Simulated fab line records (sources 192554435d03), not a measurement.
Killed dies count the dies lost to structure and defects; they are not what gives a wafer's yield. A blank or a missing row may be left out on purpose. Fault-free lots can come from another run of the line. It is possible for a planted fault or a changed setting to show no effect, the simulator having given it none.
Comparing a struck lot with a sound one / flow n5_finfet / 16 out of 1938 route steps
Sound: wafers L204.1, L204.2, L204.3. The struck wafers were L220.2, L220.3, L220.4. At the end, the cause is stated.
Order at every step that has rows: each side's tool, ch and its chambers, its first start. Under that, the readings that differ: sound wafers / struck wafers / difference of the means / sigmas: that difference in standard deviations of wafers without a fault.
alike: same words and numbers on both sides, and readings whose means sit less than 2 such deviations apart. not compared: any withheld reading, any reading some wafer has no value for, any bound like >300 that may hide the same value, and any number with overlapping values for which the record gives no deviation.
The two part at a step that has a row with sigmas, a row that says differs or no value, or rows on one side only. When numbers do not overlap yet have no deviation, they are printed without sigmas and do not part them. A reading missing from all wafers of one side parts the sides only when that side holds two or more wafers.

first, 7 steps without rows for these wafers: N5_MIM_BOT_LITHO_COAT_02; N5_MIM_BOT_LITHO_EBR_04; N5_MIM_BOT_LITHO_SOFTBAKE_03 (time 90 s); N5_MIM_BOT_LITHO_EXPOSE_05 (exposes mask MIM BOT); N5_MIM_BOT_LITHO_PEB_06; N5_MIM_BOT_LITHO_DEVELOP_07 (develop time 60 s); N5_MIM_BOT_LITHO_HARDBAKE_09 (time 120 s).
N5_MIM_BOT_LITHO_CD_MEAS_08: target cd 3000 nm.
  sound on cd_sem-02 ch 0, day 13 11:58; struck on cd_sem-03 ch 0, day 17 04:46
  alike: cd_nm
N5_MIM_BOT_LITHO_OVL_MEAS_11:
  sound on overlay-02 ch 0, day 13 12:00; struck on overlay-01 ch 0, day 17 04:47
  alike: MIM_BOT_OVL
N5_MIM_BOT_LITHO_INSPECT_12: inspects for defects (macro).
  sound on defect_inspect-02, day 13 12:01; struck on defect_inspect-02, day 17 04:49
  alike: raw_defect_count
N5_MIM_BOT_LITHO_DESCUM_10: chemistry O2, time 7.9 s.
  sound on rie_diel-02 ch 0,1,2, day 13 12:04; struck on rie_diel-05 ch 0,3, day 17 05:14
  alike: bias_power_w, drypump_motor_current_A, oes_product_au, rf_vpp_V, showerhead_plenum_p_Torr, throttle_valve_pct
  not compared: rf_hours_counter_h
N5_MIM_BOT_ETCH_ETCH_04: etches SiNx in CF4/O2, target depth 26 nm, time 13 s.
  sound on rie_diel-02 ch 0,1,2, day 13 12:07; struck on rie_diel-05 ch 0,3, day 17 05:20
  alike: drypump_motor_current_A, oes_o_777_au, oes_product_au, rf_vpp_V, showerhead_plenum_p_Torr, throttle_valve_pct
  not compared: rf_hours_counter_h
N5_MIM_BOT_ETCH_ETCH_03: etches the open film in Cl2/BCl3, target depth 12 nm.
  sound on rie_metal-02 ch 0,1, day 13 12:13; struck on rie_metal-01 ch 0,1, day 17 05:32
reading=oes_product_au (a.u.); sound=0.66 0.75 0.76; struck=1.10 1.09 1.15; difference=+0.39; sigmas=+6
reading=model.etch.depth_nm (nm); sound=11.67 11.86 11.84; struck=19.32 19.33 19.5; difference=+7.59; sigmas=
reading=model.MIM_BOT_ETCH.cd_offset_nm (nm); sound=0.2 0.2 0.2; struck=-2.6 -3.2 -3; difference=-3.1; sigmas=
  alike: drypump_motor_current_A, throttle_valve_pct
  not compared: rf_hours_counter_h, model.coat_of_MIM_BOT_LITHO_COAT_02.thk_nm
N5_MIM_BOT_ETCH_ETCH_00: etches TiN in Cl2/BCl3, target depth 45.5 nm.
  sound on rie_metal-02 ch 0,1, day 13 12:18; struck on rie_metal-01 ch 0,1, day 17 05:37
reading=model.MIM_BOT_ETCH.cd_offset_nm (nm); sound=0 0 0; struck=-2.6 -3.2 -3.2; difference=-3.0; sigmas=
  alike: drypump_motor_current_A, oes_product_au, throttle_valve_pct
  not compared: rf_hours_counter_h, model.coat_of_MIM_BOT_LITHO_COAT_02.thk_nm
N5_MIM_BOT_ETCH_STRIP_01: strips in O2.
  sound on rie_diel-02 ch 0,2,3, day 13 12:26; struck on rie_diel-01 ch 1,2,3, day 17 05:52
reading=rf_hours_counter_h (h); sound=159 214 153; struck=56 98 18; difference=-118; sigmas=
  alike: drypump_motor_current_A, oes_product_au, rf_vpp_V, showerhead_plenum_p_Torr, throttle_valve_pct
following that, these wafers have no rows for 1 step: N5_PASSIVATION_PROBE_49.

WHERE THEY PART
N5_MIM_BOT_ETCH_ETCH_03 only, going by this record. Later steps at which nothing parts them and some readings are alike: N5_MIM_BOT_ETCH_ETCH_00, N5_MIM_BOT_ETCH_STRIP_01.

WHY: what had been put in by the simulator
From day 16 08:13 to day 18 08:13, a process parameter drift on rie_metal-01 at N5_MIM_BOT_ETCH_ETCH_03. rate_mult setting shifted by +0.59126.
